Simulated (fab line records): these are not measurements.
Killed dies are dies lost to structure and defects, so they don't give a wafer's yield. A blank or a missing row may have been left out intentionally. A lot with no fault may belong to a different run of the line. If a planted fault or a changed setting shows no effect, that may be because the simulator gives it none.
A struck lot beside a sound one | flow n5 finfet | 16 out of 1938 route steps
Sound: these wafers, L531.1, L531.2, L531.5. Struck: wafers L539.1, L539.6 (left out: L539.2, a lot-mate that was not struck); the cause follows at the end.
For every step that has rows: the tool of each side, followed by ch and its chambers, followed by its first start. Under that, the readings that differ: sound wafers | struck wafers | difference of the means | sigmas: that difference in standard deviations of wafers without a fault.
alike: readings with means less than 2 such deviations apart, plus words and numbers identical on both sides. not compared: withheld readings, readings lacking a value on some wafer, bounds such as >300 that could conceal the same value, and numbers that have no deviation in the record and whose values overlap.
A row with sigmas, a row that says differs or no value, or rows on one side alone: a step with any of these is where the two part. Numbers that have no deviation but don't overlap get no sigmas and don't part them. Lack of a reading on every wafer of one side parts them only where that side has two or more wafers.

first, 2 steps without rows for these wafers: N5_BEOL_M0_DEGAS_112 (time 60 s); N5_BEOL_M0_PRE_CLEAN_113 (time 30 s).
N5_BEOL_M0_ALD_136: deposits TaN, pulse time 2 s, purge time 3 s, co reactant purge time 2 s.
  sound on ald metal-03 ch 0,1,3, day 6 04:41; struck on ald metal-03 ch 1, day 8 11:14
  alike: heater power w, precursor vessel temp c, susceptor temp C
N5_BEOL_M0_SURFACE_TREAT_137:
  sound on pvd sputter-03 at day 6 05:10; struck on pvd sputter-01 at day 8 11:34
  not compared: throttle valve pct
then, 2 steps without rows for these wafers: N5_BEOL_M0_CVD_115 (deposits Co from CCTBA/H2, time 120 s); N5_BEOL_M0_SPUTTER_116 (material Cu, target thk 4 nm, time 7.37 s).
N5_BEOL_M0_ANNEAL_117: time 60 s.
  sound on pvd sputter-03 at day 6 05:44; struck on pvd sputter-02 at day 8 12:07
  alike: heater power w, susceptor temp C
then, 3 steps without rows for these wafers: N5_BEOL_M0_SPUTTER_132 (material Cu, target thk 4 nm, time 7.37 s); N5_BEOL_M0_ANNEAL_133 (time 60 s); N5_BEOL_M0_SPUTTER_134 (material Cu, target thk 4 nm, time 7.37 s).
N5_BEOL_M0_ANNEAL_135: time 60 s.
  sound on pvd sputter-03 at day 6 05:58; struck on pvd sputter-02 at day 8 12:21
  alike: heater power w, susceptor temp C
then, 1 step without rows for these wafers: N5_BEOL_M0_SPUTTER_141 (material Cu, target thk 4 nm, time 7.37 s).
N5_BEOL_M0_ECD_118: material Cu, target thk 300 nm.
  sound on ecd cu-01 ch 0,1, day 6 06:08; struck on ecd cu-01 ch 1, day 8 12:31
  reading                                 | sound             | struck  | difference | sigmas
  model.Cu_of_BEOL_M0_ECD_118.thk nm (nm) | 303.8 301.6 298.4 | 85 89.4 | -214       |
N5_BEOL_M0_ANNEAL_119: time 90 s.
  sound on rtp anneal-01 ch 0, day 6 08:17; struck on rtp anneal-02 ch 0, day 8 12:38
  alike: wafer_temp_C_max
N5_BEOL_M0_CMP_120: polishes, stops on SiOC, t overpolish 6.9 s.
  sound on cmp-01 ch 0,2,3, day 6 08:39; struck on cmp-04 ch 2,3, day 8 12:59
  reading                | sound    | struck | difference | sigmas
  time to endpoint s (s) | 62 61 61 | 16 18  | -44        | -9
  alike: motor current A
  not compared: pad life wafers
N5_BEOL_M4_RC_MEAS_101:
  sound on prober-02 ch 0, day 8 00:37; struck on prober-01 ch 0, day 10 11:28
  alike: DIBL_N, DIBL_P, IOFF_N, IOFF_P, ION_N, ION_P, SS_N, SS_P, VT_N, VT_P

## WHERE THEY PART
At N5_BEOL_M0_CMP_120 and nowhere else, as far as this record goes. Later steps at which nothing parts them and some readings are alike: N5_BEOL_M4_RC_MEAS_101.

WHY: whatever the simulator had introduced
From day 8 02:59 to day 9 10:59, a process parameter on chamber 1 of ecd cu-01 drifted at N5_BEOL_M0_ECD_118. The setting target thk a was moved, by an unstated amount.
